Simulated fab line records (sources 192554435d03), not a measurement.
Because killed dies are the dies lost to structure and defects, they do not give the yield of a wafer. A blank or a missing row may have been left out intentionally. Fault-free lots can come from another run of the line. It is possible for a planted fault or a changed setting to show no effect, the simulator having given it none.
fab line records / flow n5-finfet
record: lots: 3 wafers: 8 last-day: 19
route steps=1938 shown BEOL_M6@1221 PASSIVATION@1936
lots untouched by any fault: they come from a run of this same line in which no faults occurred
start-h: hours from the record's opening day to when the first of the lot's shown wafers began / wait-h: hours from the lot's prior step to this one / " the same as in the row above / L1.1+2: several wafers, shown together as one row / - no value, or no start was given / * or withheld: withheld / < > ~ a bound
route shown NAME@n: a module of which the file shows steps, and the number in the route of the first / usual: average and standard deviation across the fault-free wafers / same: alike in all rows / chamber/n: place in a boat / sites: the reading at each site / _std_site: the values' standard deviation / _edge_site: outer sites' mean less inner sites' / radius-mm: how far each site lies from the wafer's centre / mask NAME#n: copy n / behind: the most recent tool/chamber to have shaped the wafer / hold: why the lot went on hold/how many hours it stayed there/how the hold came to an end / device: names the non-switching transistor (n, p or np) / end of line: the same wafers' tests at the end of the route / a step with no rows: only its recipe / killed: count of dies lost to structure and defects at first sort (not the wafer's yield) / map: shows each die of a wafer: x if killed, . if not, _ if none is there
set.NAME: the setting that was run; set.NAME@STEP: the one run at that earlier step / model.NAME: the simulator's own value behind a step, which no gauge read
certain route steps with their lots: each step a table, each wafer a row
services: the hour from which a tool's chamber was out of use, counted from the record's first day as start-h (under 0 if before that day), plus the number of hours and why
== steps ==
step: N5_BEOL_M6_COAT_22
recipe: resist: CAR-EUV spin-rpm: 1500 resist-thk-nm: 30
step: N5_BEOL_M6_EBR_24
recipe: solvent: PGMEA ebr-width-mm: 1.5
step: N5_BEOL_M6_SOFTBAKE_23
recipe: temp-c: 110 time-s: 60 resist: CAR-EUV
step: N5_BEOL_M6_EXPOSE_25
recipe: mask-id: V5 na: 0.33 source-shape: annular sigma-inner: 0.4 sigma-outer: 0.8 polarization: unpolarized target-cd-nm: 40 dose-mj: 45
step: N5_BEOL_M6_PEB_26
recipe: peb-temp-c: 100 peb-time-s: 60 resist: CAR-EUV
step: N5_BEOL_M6_DEVELOP_27
recipe: develop-time-s: 30 developer: TMAH resist: CAR-EUV rinse-liquid: surfactant-rinse dry: air-spin dev-temp-c: 23
step: N5_BEOL_M6_DESCUM_33
recipe: chemistry: O2 time-s: 7 source-power-w: 50 bias-power-w: 20 pressure-mtorr: 20 rf-frequency-hz: 2.712e+07 temp-c: 40 resist: CAR-EUV o2-flow-sccm: 225
step: N5_BEOL_M6_ETCH_72
recipe: chemistry: N2/H2 target: underlayer target-depth-a: 65 mask-material: CAR-EUV time-s: 5.2 ion-energy-ev: 200 pressure-mtorr: 30 source-w: 840 bias-w: 150 n2-flow-sccm: 200 h2-flow-sccm: 200 ends: cleared
step: N5_BEOL_M6_ETCH_65
recipe: chemistry: CF4 target: SiARC target-depth-a: 156 mask-material: CAR-EUV time-s: 26 ion-energy-ev: 80 pressure-mtorr: 40 source-w: 545 bias-w: 36 Ar_flow_sccm: 100 cf4-flow-sccm: 100 ends: cleared
step: N5_BEOL_M6_ETCH_66
recipe: chemistry: N2/H2 target: SOC target-depth-a: 800 overetch-a: 160 mask-material: SiARC temp-c: 40 time-s: 120 ion-energy-ev: 200 pressure-mtorr: 30 source-w: 840 bias-w: 150 n2-flow-sccm: 200 h2-flow-sccm: 200
usual: drypump-motor-current-A: 5.7/0.56 oes-product-au: 0.62/0.056 rf-fwd-power-W: 835.4/2.9 rf-vpp-V: 523.7/2 showerhead-plenum-p-Torr: 2.53/0.066 throttle-valve-pct: 17.57/0.24
lot.wafer=L759.1 tool=rie-diel-05 chamber=2 start-h=274.12 wait-h=0.0 drypump-motor-current-A=5.4 oes-product-au=0.56 rf-fwd-power-W=832.3 rf-hours-counter-h=168 rf-vpp-V=524.7 showerhead-plenum-p-Torr=2.52 throttle-valve-pct=17.45
lot.wafer=L759.2 tool=rie-diel-05 chamber=3 start-h=274.12 wait-h=0.0 drypump-motor-current-A=5.2 oes-product-au=0.69 rf-fwd-power-W=835.0 rf-hours-counter-h=47 rf-vpp-V=522.1 showerhead-plenum-p-Torr=2.48 throttle-valve-pct=17.61
lot.wafer=L759.4 tool=rie-diel-05 chamber=1 start-h=274.12 wait-h=0.0 drypump-motor-current-A=6.4 oes-product-au=0.64 rf-fwd-power-W=837.6 rf-hours-counter-h=64 rf-vpp-V=521.2 showerhead-plenum-p-Torr=2.48 throttle-valve-pct=17.47
lot.wafer=L762.2 tool=rie-diel-05 chamber=0 start-h=282.56 wait-h=0.0 drypump-motor-current-A=5.3 oes-product-au=0.58 rf-fwd-power-W=828.2 rf-hours-counter-h=134 rf-vpp-V=523.7 showerhead-plenum-p-Torr=2.54 throttle-valve-pct=17.61
lot.wafer=L762.4 tool=rie-diel-05 chamber=1 start-h=282.56 wait-h=0.0 drypump-motor-current-A=6.4 oes-product-au=0.63 rf-fwd-power-W=834.4 rf-hours-counter-h=67 rf-vpp-V=521.9 showerhead-plenum-p-Torr=2.48 throttle-valve-pct=17.49
lot.wafer=L776.1 tool=rie-diel-04 chamber=3 start-h=367.96 wait-h=0.0 drypump-motor-current-A=6.6 oes-product-au=0.69 rf-fwd-power-W=836.3 rf-hours-counter-h=17 rf-vpp-V=525.2 showerhead-plenum-p-Torr=2.58 throttle-valve-pct=17.34
lot.wafer=L776.5 tool=rie-diel-04 chamber=1 start-h=367.96 wait-h=0.0 drypump-motor-current-A=6.4 oes-product-au=0.61 rf-fwd-power-W=839.3 rf-hours-counter-h=- rf-vpp-V=526.4 showerhead-plenum-p-Torr=2.58 throttle-valve-pct=18.02
lot.wafer=L776.6 tool=rie-diel-04 chamber=0 start-h=367.96 wait-h=0.0 drypump-motor-current-A=5.8 oes-product-au=0.67 rf-fwd-power-W=830.8 rf-hours-counter-h=- rf-vpp-V=522.8 showerhead-plenum-p-Torr=2.46 throttle-valve-pct=17.22
step: N5_BEOL_M6_STRIP_69
recipe: chemistry: N2/H2 temp-c: 40 n2-flow-sccm: 200 h2-flow-sccm: 200 rf-frequency-hz: 6e+07
step: N5_BEOL_M6_STRIP_73
recipe: chemistry: N2/H2 temp-c: 40 n2-flow-sccm: 200 h2-flow-sccm: 200 rf-frequency-hz: 6e+07
step: N5_BEOL_M6_VIA_ETCH_34
recipe: chemistry: C4F6/O2 target: SiCOH_lowk target-depth-a: 1263 mask-material: SOC taper-deg: 4 time-s: 50.9 ion-energy-ev: 250 pressure-mtorr: 30 source-w: 345 bias-w: 185 Ar_flow_sccm: 300 C4F6_flow_sccm: 10 O2_flow_sccm: 10
step: N5_BEOL_M6_STRIP_76
recipe: chemistry: C4F6/O2 resist: SiARC rf-frequency-hz: 6e+07
step: N5_BEOL_M6_STRIP_36
recipe: chemistry: N2/H2 power-w: 450 temp-c: 40 pressure-mtorr: 20 rf-frequency-hz: 6e+07 overash-fraction: 0.3 bias-power-w: 7 h2-frac: 0.5 n2-flow-sccm: 200 h2-flow-sccm: 200
step: N5_BEOL_M6_TRENCH_ETCH_37
recipe: chemistry: C4F6/O2 target-depth-a: 944.35 target: SiCOH_lowk time-s: 31.5 ion-energy-ev: 250 pressure-mtorr: 30 source-w: 345 bias-w: 185 Ar_flow_sccm: 300 C4F6_flow_sccm: 10 O2_flow_sccm: 10
step: N5_BEOL_M6_ETCH_41
recipe: chemistry: CH3F/O2 target: SiCN target-depth-a: 297 taper-deg: 2 time-s: 52 ion-energy-ev: 120 mask-material: TiN pressure-mtorr: 30 source-w: 395 bias-w: 75 Ar_flow_sccm: 150 CH3F_flow_sccm: 30 O2_flow_sccm: 20
step: N5_BEOL_M6_STRIP_80
recipe: chemistry: N2/H2 time-s: 10 power-w: 450 temp-c: 40 pressure-mtorr: 20 rf-frequency-hz: 6e+07 bias-power-w: 7 n2-flow-sccm: 200 h2-flow-sccm: 200
step: N5_BEOL_M6_HM_STRIP_39
recipe: chemistry: peroxide-tin-strip material: TiN target-depth-a: 250 temp-c: 50 time-s: 158
step: N5_BEOL_M6_SRD_40
recipe: time-s: 30 temp-c: 23 rinse-liquid: diw dry: ipa-marangoni
step: N5_BEOL_M6_PRECLEAN_42
recipe: chemistry: residue-remover time-s: 60 temp-c: 40
step: N5_BEOL_M6_SRD_43
recipe: time-s: 30 temp-c: 23 rinse-liquid: diw dry: ipa-marangoni
step: N5_BEOL_M6_CURE_75
recipe: temp-c: 370 time-s: 120 ambient: DMADMS/He material: SiCOH_lowk
step: N5_BEOL_M6_DEGAS_44
recipe: ambient: vacuum temp-c: 250 time-s: 60
step: N5_BEOL_M6_PRE_CLEAN_45
recipe: gas: H2/He time-s: 30 temp-c: 250
step: N5_BEOL_M6_ALD_77
recipe: material: TaN target-thk-a: 20 temp-c: 275 ald-precursor-family: PDMAT ald-co-reactant: NH3 pressure-torr: 3 carrier-flow-sccm: 1500 pulse-time-s: 2 purge-time-s: 3 co-reactant-purge-time-s: 2 co-reactant-pulse-time-s: 3 ald-cycles: 40 precursor-vessel-temp-c: 75 precursor-vessel-pressure-torr: 26.25 precursor-vessel-carrier-sccm: 1000
step: N5_BEOL_M6_SURFACE_TREAT_79
recipe: gas: Ar time-s: * ion-energy-ev: * ion-current-ma-cm2: 0.5 pressure-mtorr: * ar-flow-sccm: 30
step: N5_BEOL_M6_CVD_78
recipe: material: Co target-thk-a: 20 temp-c: withheld precursor: CCTBA/H2 pressure-torr: 30 time-s: 142.3
step: N5_BEOL_M6_SPUTTER_48
recipe: material: Cu target-thk-a: 100 temp-c: -20 bias-v: 60 power-w: 26000 chamber-pressure-pa: 0.13 time-s: 1.667
step: N5_BEOL_M6_ECD_50
recipe: material: Cu target-thk-a: 3000
step: N5_BEOL_M6_ANNEAL_51
recipe: temp-c: 225 time-s: 90 ambient: N2
step: N5_BEOL_M6_CMP_52
recipe: stop-on: SiCOH_lowk t-overpolish-s: 6.9 down-force-psi: 1 platen-rpm: 50 clearing-platen-down-force-psi: 1.5 clearing-platen-rpm: 50 post-cmp-clean: cu-alkaline target-thk-nm: 80 clearing-platen-pad-velocity-m-s: 0.99484 pad-velocity-m-s: 0.99484
step: N5_BEOL_M6_PRE_CLEAN_55
recipe: gas: NH3 time-s: 15 temp-c: withheld rf-power-w: 300
step: N5_BEOL_M6_DEP_56
recipe: material: SiCN target-thk-a: 100 temp-c: withheld precursor: 3MS/NH3 pressure-torr: 3 rf-w: 202 time-s: 17.5
step: N5_PASSIVATION_PROBE_49
usual: defect-limited-yield: 91.4/1.4 killed_at_M0_to_M3: 34/9.1 killed_at_M4_up: 14/5.2 killed-at-contacts: 12/6.4 killed-at-front-end: 38/11 killed-at-other: 3.7/2.8 killed-dies: 102/17 killed-on-rim: 14/3.9 killed-open: 68/13 killed-short: 32/7.8 sort_bin_5_function: 5.1/1 sort_bin_6_memory: 3.2/0.66 sort_bin_8_speed: 0.1/0.92 sort-n-pass: 1076/19 sort-yield-pct: 91.2/1.6
same: gross-dies: 1180 killed-at-back-side: 0 sort_bin_4_leakage[%]: 0
lot.wafer=L759.1 tool=prober-01 chamber=- start-h=359.12 wait-h=0.0 defect-limited-yield[%]=91.9 killed_at_M0_to_M3=38 killed_at_M4_up=16 killed-at-contacts=17 killed-at-front-end=20 killed-at-other=4 killed-dies=95 killed-on-rim=16 killed-open=61 killed-short=32 sort_bin_5_function[%]=4.1 sort_bin_6_memory[%]=3.7 sort_bin_8_speed[%]=0 sort-n-pass=1085 sort-yield-pct[%]=91.9
lot.wafer=L759.2 tool=prober-01 chamber=- start-h=359.17 wait-h=0.1 defect-limited-yield[%]=91.5 killed_at_M0_to_M3=30 killed_at_M4_up=20 killed-at-contacts=10 killed-at-front-end=34 killed-at-other=6 killed-dies=100 killed-on-rim=11 killed-open=59 killed-short=39 sort_bin_5_function[%]=4.8 sort_bin_6_memory[%]=3.1 sort_bin_8_speed[%]=0 sort-n-pass=1080 sort-yield-pct[%]=91.5
lot.wafer=L759.4 tool=prober-01 chamber=- start-h=359.27 wait-h=0.2 defect-limited-yield[%]=94.3 killed_at_M0_to_M3=24 killed_at_M4_up=11 killed-at-contacts=4 killed-at-front-end=27 killed-at-other=1 killed-dies=67 killed-on-rim=8 killed-open=47 killed-short=20 sort_bin_5_function[%]=3.2 sort_bin_6_memory[%]=2.2 sort_bin_8_speed[%]=0 sort-n-pass=1113 sort-yield-pct[%]=94.3
lot.wafer=L762.2 tool=prober-02 chamber=- start-h=363.47 wait-h=0.1 defect-limited-yield[%]=82.5 killed_at_M0_to_M3=37 killed_at_M4_up=100 killed-at-contacts=19 killed-at-front-end=41 killed-at-other=9 killed-dies=206 killed-on-rim=32 killed-open=80 killed-short=38 sort_bin_5_function[%]=10.7 sort_bin_6_memory[%]=4.9 sort_bin_8_speed[%]=0 sort-n-pass=974 sort-yield-pct[%]=82.5
lot.wafer=L776.1 tool=prober-02 chamber=- start-h=456.14 wait-h=0.0 defect-limited-yield[%]=90.3 killed_at_M0_to_M3=36 killed_at_M4_up=21 killed-at-contacts=8 killed-at-front-end=45 killed-at-other=4 killed-dies=114 killed-on-rim=10 killed-open=69 killed-short=45 sort_bin_5_function[%]=6.0 sort_bin_6_memory[%]=3.2 sort_bin_8_speed[%]=0 sort-n-pass=1066 sort-yield-pct[%]=90.3
lot.wafer=L776.5 tool=prober-02 chamber=- start-h=456.34 wait-h=0.2 defect-limited-yield[%]=89.7 killed_at_M0_to_M3=40 killed_at_M4_up=5 killed-at-contacts=21 killed-at-front-end=51 killed-at-other=4 killed-dies=121 killed-on-rim=14 killed-open=87 killed-short=34 sort_bin_5_function[%]=6.5 sort_bin_6_memory[%]=3.4 sort_bin_8_speed[%]=0 sort-n-pass=1059 sort-yield-pct[%]=89.7
lot.wafer=L776.6 tool=prober-02 chamber=- start-h=456.39 wait-h=0.3 defect-limited-yield[%]=91.9 killed_at_M0_to_M3=35 killed_at_M4_up=10 killed-at-contacts=11 killed-at-front-end=38 killed-at-other=2 killed-dies=96 killed-on-rim=12 killed-open=61 killed-short=33 sort_bin_5_function[%]=4.4 sort_bin_6_memory[%]=3.5 sort_bin_8_speed[%]=0 sort-n-pass=1084 sort-yield-pct[%]=91.9
killed by level:class
L759.1 MOL_CONTACT_COAG:geometric-particle:open=13 BEOL_M4:geometric-particle:open=9 BEOL_M2:geometric-particle:open=8 BEOL_M0_SAQP:geometric-particle:short=7 BEOL_M3:geometric-particle:open=7 BEOL_M1:geometric-particle:open=5 STI_FIN_REVEAL:geometric-particle:open=4 MOL_CONTACT_COAG:geometric-particle:short=4
L759.2 BEOL_M4:geometric-particle:open=12 BEOL_M0_SAQP:geometric-particle:short=9 MOL_CONTACT_COAG:geometric-particle:open=9 STI_FIN_REVEAL:geometric-particle:open=8 BEOL_M0_SAQP:geometric-particle:open=8 BEOL_M0:geometric-particle:open=5 STARTING-WAFER:geometric-particle:short=5 BEOL_M4:geometric-particle:short=4
L759.4 STI_FIN_REVEAL:geometric-particle:open=12 BEOL_M4:geometric-particle:open=8 BEOL_M0_SAQP:geometric-particle:open=6 BEOL_M0_SAQP:geometric-particle:short=6 BEOL_M2:geometric-particle:open=5 DUMMY_GATE:geometric-particle:open=4 MOL_CONTACT_COAG:geometric-particle:open=3 STARTING-WAFER:geometric-particle:short=3
L762.2 BEOL_M6:unspecified=87 MOL_CONTACT_COAG:geometric-particle:open=14 BEOL_M3:geometric-particle:open=11 DUMMY_GATE:geometric-particle:open=10 FIN_SAQP:geometric-particle:short=8 FIN_SAQP:geometric-particle:open=6 BEOL_M0_SAQP:geometric-particle:open=6 BEOL_M0_SAQP:geometric-particle:short=5
L776.1 FIN_SAQP:geometric-particle:short=19 BEOL_M2:geometric-particle:open=16 FIN_SAQP:geometric-particle:open=10 MOL_CONTACT_COAG:geometric-particle:open=7 BEOL_M4:geometric-particle:open=5 BEOL_M0:geometric-particle:open=4 BEOL_M3:geometric-particle:open=4 BEOL_M7:geometric-particle:open=4
L776.5 FIN_SAQP:geometric-particle:open=19 MOL_CONTACT_COAG:geometric-particle:open=17 STI_FIN_REVEAL:geometric-particle:open=12 BEOL_M2:geometric-particle:open=7 BEOL_M3:geometric-particle:open=7 BEOL_M0_SAQP:geometric-particle:short=7 BEOL_M0:geometric-particle:open=7 FIN_SAQP:geometric-particle:short=5
L776.6 BEOL_M2:geometric-particle:open=13 STI_FIN_REVEAL:geometric-particle:open=10 FIN_SAQP:geometric-particle:open=9 FIN_SAQP:geometric-particle:short=7 MOL_CONTACT_COAG:geometric-particle:open=7 STARTING-WAFER:geometric-particle:short=5 BEOL_M0_SAQP:geometric-particle:short=5 MOL_CONTACT_COAG:geometric-particle:short=4
map L762.2 (x killed, . not)
_________________.x....x.....________________
______________....x............._____________
___________x............xx.x.x.....__________
__________......x...x.xx..........x._________
________.........x.......x............_______
_______..xx..............x.............______
______.x......x........................._____
_____x............x......................____
____.........x....x......x...x............___
___..................x...........x.........__
___x.......x...........................xx..__
__....x.....................x......x....x..._
__...x.......x..................x....x......_
_..xxx..............................x..x....x
_.x.x...x........................x.......xx.x
_.x....x.x..xx......................x.......x
_.xxx...x......x.....x.........x....x........
_xxxxxxxxx........x............x......x......
_xxxxxxxxxx.........xx...................x...
_xxxxxxxxxxx...........x....xx...............
_xxxxxxxxxx........x...x............x........
__xxxxxxx.xxx...x..x......x...x............._
__xxxxxxxxx..x...................x.........._
___xxxxxxxxx..........x..........xx........__
___xxxxxxx.x..............x.x..........x...__
____xxxxx......x..x.............x.....x..x___
_____x............x.........x............____
______x.x.......x.......x..............._____
_______............x.....x....x...x....______
________.............xx...........x.xx_______
__________x.x.....x.x..............._________
___________.........xx..x....x....x__________
______________..x..x............_____________
_________________.x..........________________
map L759.2 (x killed, . not)
_________________............________________
______________x....x.......x...._____________
___________......x..x........x.....__________
__________.............x.....x.....x_________
________........x...x................._______
_______......x...........x.............______
______...................x.............._____
_____...........................x.x.....x____
____................x....x................___
___...x..........x...................x....x__
___.....x.........................x.....x..__
__....................................x....._
__.x....................x......x.x.......xx._
_..x........................x................
_...x........................................
_.x......................x.x.....x.x.........
_.........................x.....x............
_..xx............x....x......................
_..x...x.........x..x....xx...x.....x......x.
_........x........x..........................
_.x.x....x.........x........x....x......x....
__...........x.....x........x..............x_
__.......................x..............x..._
___..........x................x............__
___...x.....x........x...........x.x.......__
____..x.x................x........x....x..___
_____x...x....x..................x.......____
______..x..........................x...._____
_______...............................x______
________.........................x...._______
__________...x....x.....x.....x....._________
___________.....x...............x..__________
______________.......x........x._____________
_________________.....x......________________
== services ==
tool=rie-diel-04 chamber=3 start-h=304.27 hours=- kind=clean
tool=rie-diel-04 chamber=3 start-h=304.27 hours=- kind=consumable-replace:focus-ring
tool=rie-diel-04 chamber=3 start-h=304.27 hours=19.4 kind=scheduled-down
tool=rie-diel-04 chamber=3 start-h=304.27 hours=19.4 kind=vent-cycle
tool=rie-diel-04 chamber=2 start-h=364.60 hours=12.6 kind=repair
== key ==
first-sign: step: N5_PASSIVATION_PROBE_49 reading: killed_at_M4_up direction: up sigmas: 17 usual: 14 struck: 100
effect: step: N5_PASSIVATION_PROBE_49 reading: defect-limited-yield direction: down sigmas: 6.2 usual: 91.4 struck: 82.5
more-kills-born-at: N5_BEOL_M6_ETCH_66@rie-diel-05: 87
met-at N5_BEOL_M6_ETCH_66
struck-wafers L762.2
fault: kind: chamber-particle-source tool: rie-diel-05 chamber: 0 onset-h: 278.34 steps: N5_BEOL_M6_ETCH_66 rate-per-visit-cm2: 0.78478
